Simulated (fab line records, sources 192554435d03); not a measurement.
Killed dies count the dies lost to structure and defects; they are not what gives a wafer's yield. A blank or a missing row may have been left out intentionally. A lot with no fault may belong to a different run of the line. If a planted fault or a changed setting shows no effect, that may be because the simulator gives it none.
Lot-split experiment :: flow n5 finfet :: 21 wafers read across 7 lots, on a route 1938 steps long

== SPLIT DETAILS ==
At N5_BEOL_M6_ETCH_66 (etches SOC in N2/H2, target depth 80 nm, overetch 16 nm, time 120 s), the setting source w was moved away from the recipe's 840 W on 9 of the 21 wafers read, by -15.0% to +11.9%. All remaining wafers had this setting at the recipe value.

The split's own step is where the reading is taken.

== THE READING ==
rf vpp V, in V, at N5_BEOL_M6_ETCH_66 (etches SOC in N2/H2, target depth 80 nm, overetch 16 nm, time 120 s). Fault-free wafers of this fab line usually give 524.3 V, standard deviation 2.7 V.

wafer: L074.1
tool, chamber at the split: rie diel-02, 2
source w as run, W: 940.3
against the recipe: +11.9%
rf vpp V, V: 508.0
against lot-mates on the recipe: -16.2

wafer: L074.2
tool, chamber at the split: rie diel-02, 1
source w as run, W: 840
against the recipe: recipe
rf vpp V, V: 524.2
against lot-mates on the recipe: -

wafer: L074.3
tool, chamber at the split: rie diel-02, 3
source w as run, W: 940.3
against the recipe: +11.9%
rf vpp V, V: 502.0
against lot-mates on the recipe: -22.2

wafer: L076.1
tool, chamber at the split: rie diel-01, 0
source w as run, W: 840
against the recipe: recipe
rf vpp V, V: 520.2
against lot-mates on the recipe: -

wafer: L076.2
tool, chamber at the split: rie diel-01, 3
source w as run, W: 840
against the recipe: recipe
rf vpp V, V: 521.3
against lot-mates on the recipe: -

wafer: L076.6
tool, chamber at the split: rie diel-01, 0
source w as run, W: 714.4
against the recipe: -15.0%
rf vpp V, V: 549.6
against lot-mates on the recipe: +28.9

wafer: L083.3
tool, chamber at the split: rie diel-06, 3
source w as run, W: 840
against the recipe: recipe
rf vpp V, V: 527.0
against lot-mates on the recipe: -

wafer: L083.4
tool, chamber at the split: rie diel-06, 1
source w as run, W: 801.6
against the recipe: -4.6%
rf vpp V, V: 529.7
against lot-mates on the recipe: +5.6

wafer: L083.5
tool, chamber at the split: rie diel-06, 1
source w as run, W: 840
against the recipe: recipe
rf vpp V, V: 521.3
against lot-mates on the recipe: -

wafer: L089.1
tool, chamber at the split: rie diel-02, 0
source w as run, W: 840
against the recipe: recipe
rf vpp V, V: 523.7
against lot-mates on the recipe: -

wafer: L089.4
tool, chamber at the split: rie diel-02, 0
source w as run, W: 840
against the recipe: recipe
rf vpp V, V: 524.7
against lot-mates on the recipe: -

wafer: L089.5
tool, chamber at the split: rie diel-02, 0
source w as run, W: 840
against the recipe: recipe
rf vpp V, V: 523.9
against lot-mates on the recipe: -

wafer: L092.1
tool, chamber at the split: rie diel-02, 3
source w as run, W: 772.1
against the recipe: -8.1%
rf vpp V, V: 534.7
against lot-mates on the recipe: +12.2

wafer: L092.4
tool, chamber at the split: rie diel-02, 1
source w as run, W: 840
against the recipe: recipe
rf vpp V, V: 524.1
against lot-mates on the recipe: -

wafer: L092.6
tool, chamber at the split: rie diel-02, 3
source w as run, W: 840
against the recipe: recipe
rf vpp V, V: 520.8
against lot-mates on the recipe: -

wafer: L095.1
tool, chamber at the split: rie diel-06, 2
source w as run, W: 901.1
against the recipe: +7.3%
rf vpp V, V: 516.0
against lot-mates on the recipe: no lot-mate on the recipe

wafer: L095.3
tool, chamber at the split: rie diel-06, 3
source w as run, W: 901.1
against the recipe: +7.3%
rf vpp V, V: 515.4
against lot-mates on the recipe: no lot-mate on the recipe

wafer: L095.4
tool, chamber at the split: rie diel-06, 0
source w as run, W: 901.1
against the recipe: +7.3%
rf vpp V, V: 516.1
against lot-mates on the recipe: no lot-mate on the recipe

wafer: L096.2
tool, chamber at the split: rie diel-06, 2
source w as run, W: 893.3
against the recipe: +6.3%
rf vpp V, V: 518.1
against lot-mates on the recipe: -9.9

wafer: L096.4
tool, chamber at the split: rie diel-06, 3
source w as run, W: 840
against the recipe: recipe
rf vpp V, V: 527.9
against lot-mates on the recipe: -

wafer: L096.5
tool, chamber at the split: rie diel-06, 0
source w as run, W: 840
against the recipe: recipe
rf vpp V, V: 528.2
against lot-mates on the recipe: -

THE FIT
A straight line over all 21 wafers: rf vpp V changes by -1.48 V for each +1% of source w; r = -0.96; the points scatter about the line by 2.8 V.
The same after taking each lot's own level away (the mean of its wafers on the recipe; 18 wafers): -1.7 V for each +1%; r = -0.98; scatter 2 V.
Per that fit: largest source w move, reading shift of 25 V.
From 520.75 to 528.05 V: that is the span of the lots' own levels, equal to 2.7 times the standard deviation above.
So the slope is not independent of the lot-to-lot level: the two fits are not the same.
Check: +23.2 V against its lot-mates is what the line predicts for one of the wafers moved furthest among these (-15.0%) when that wafer is left out of the fit. It came out at +28.9 V against them.
Tool readings at the split's step, against how far the setting was moved: rf vpp V r = -0.96.

== FILE'S OWN FIT ==
rf vpp V changes by -1.72 V for each +1% of source w, r = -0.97.
